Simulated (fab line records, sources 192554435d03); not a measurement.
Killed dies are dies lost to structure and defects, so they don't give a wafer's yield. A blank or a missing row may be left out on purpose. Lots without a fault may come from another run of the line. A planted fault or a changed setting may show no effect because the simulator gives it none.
Which tool did it? | flow n5_finfet | 12 lots, 36 wafers sampled, at 4 steps of a route of 1938

WHAT THE GAUGES READ, wafer by wafer
N5_BEOL_M3_RS_MEAS_58: measures by four-point-probe.
lot  | measured     | on            | M3_RS (ohm/sq)
L074 | day 7 11:11  | film_metro-01 | 0.63 0.62 0.65
L077 | day 7 20:49  | film_metro-01 | 0.70 0.70 0.69
L078 | day 8 18:08  | film_metro-01 | 0.64 0.67 0.67
L081 | day 9 07:07  | film_metro-02 | 0.65 0.66 0.66
L083 | day 9 07:58  | film_metro-02 | 0.75 0.64 0.68
L085 | day 10 10:19 | film_metro-02 | 0.70 0.73 0.66
L087 | day 11 07:33 | film_metro-02 | 0.70 0.63 0.62
L089 | day 11 17:22 | film_metro-02 | 0.66 0.68 0.60
L090 | day 11 19:20 | film_metro-01 | 0.74 0.69 0.66
L093 | day 12 09:41 | film_metro-01 | 0.72 0.75 0.68
L095 | day 12 17:40 | film_metro-01 | 0.72 0.71 0.68
L097 | day 13 10:25 | film_metro-01 | 0.69 0.67 0.68

WHICH TOOL RAN EACH LOT (tool, then ch and the chambers of the sampled wafers, then the start)
lot  | N5_BEOL_M3_STRIP_97                           | N5_BEOL_M3_SPUTTER_81        | N5_BEOL_M3_PRE_CLEAN_60
L074 | rie_diel-04 ch 0,2,3, day 7 08:47 or earlier  | pvd_sputter-02, day 7 08:47  | cvd_co-01 ch 0,1, day 7 10:58
L077 | rie_diel-01 ch 1,2,3, day 7 18:23 or earlier  | pvd_sputter-03, day 7 18:23  | cvd_co-02 ch 0,2, day 7 20:32
L078 | rie_diel-01 ch 1,2, day 8 15:22 or earlier    | pvd_sputter-01, day 8 15:22  | cvd_co-01 ch 0,1, day 8 17:39
L081 | rie_diel-01 ch 0,1, day 9 04:37 or earlier    | pvd_sputter-02, day 9 04:37  | cvd_co-01 ch 0,1, day 9 06:54
L083 | rie_diel-03 ch 0,1,2, day 9 05:06 or earlier  | pvd_sputter-03, day 9 05:06  | cvd_co-02 ch 0,1,2, day 9 07:44
L085 | rie_diel-04 ch 0,1,2, day 10 07:55 or earlier | pvd_sputter-03, day 10 07:55 | cvd_co-01 ch 0,2, day 10 10:05
L087 | rie_diel-03 ch 1,2, day 11 05:11 or earlier   | pvd_sputter-02, day 11 05:11 | cvd_co-01 ch 0,1, day 11 07:20
L089 | rie_diel-04 ch 1,3, day 11 14:44 or earlier   | pvd_sputter-02, day 11 14:44 | cvd_co-01 ch 0,1, day 11 17:07
L090 | rie_diel-03 ch 1,3, day 11 16:55 or earlier   | pvd_sputter-02, day 11 16:55 | cvd_co-02 ch 0,1, day 11 19:05
L093 | rie_diel-03 ch 1,2, day 12 07:07 or earlier   | pvd_sputter-02, day 12 07:07 | cvd_co-01 ch 1,2, day 12 09:28
L095 | rie_diel-01 ch 0,1,3, day 12 15:14 or earlier | pvd_sputter-01, day 12 15:14 | cvd_co-02 ch 0,2, day 12 17:23
L097 | rie_diel-01 ch 0,1,2, day 13 08:01 or earlier | pvd_sputter-02, day 13 08:01 | cvd_co-01 ch 0,1, day 13 10:10
- N5_BEOL_M3_STRIP_97: strips in N2/H2, time 10 s.
- N5_BEOL_M3_SPUTTER_81: material Cu, target thk 4.5 nm, time 8.29 s.
- N5_BEOL_M3_PRE_CLEAN_60: time 15 s.

THE ANSWER, worked out from the rows above alone
Rule: what is usual is taken from the lots themselves. Put in order of their means at a reading, lots are off if they are a third of the lots or fewer, leave a main group of 4 or more, and stand apart from it by a gap of 3 or more times the standard deviation of the main group's means; of several such gaps the widest counts. A main group whose means are all the same, to the digits that the tables above print for the reading, isn't used. A lot without any number at a reading at which 4 lots or more have one is off too. The other lots that the step has rows for count as sound.
No lot is off at any reading shown: from this, nothing can be told.

WHAT THE SIMULATOR HAD PUT IN
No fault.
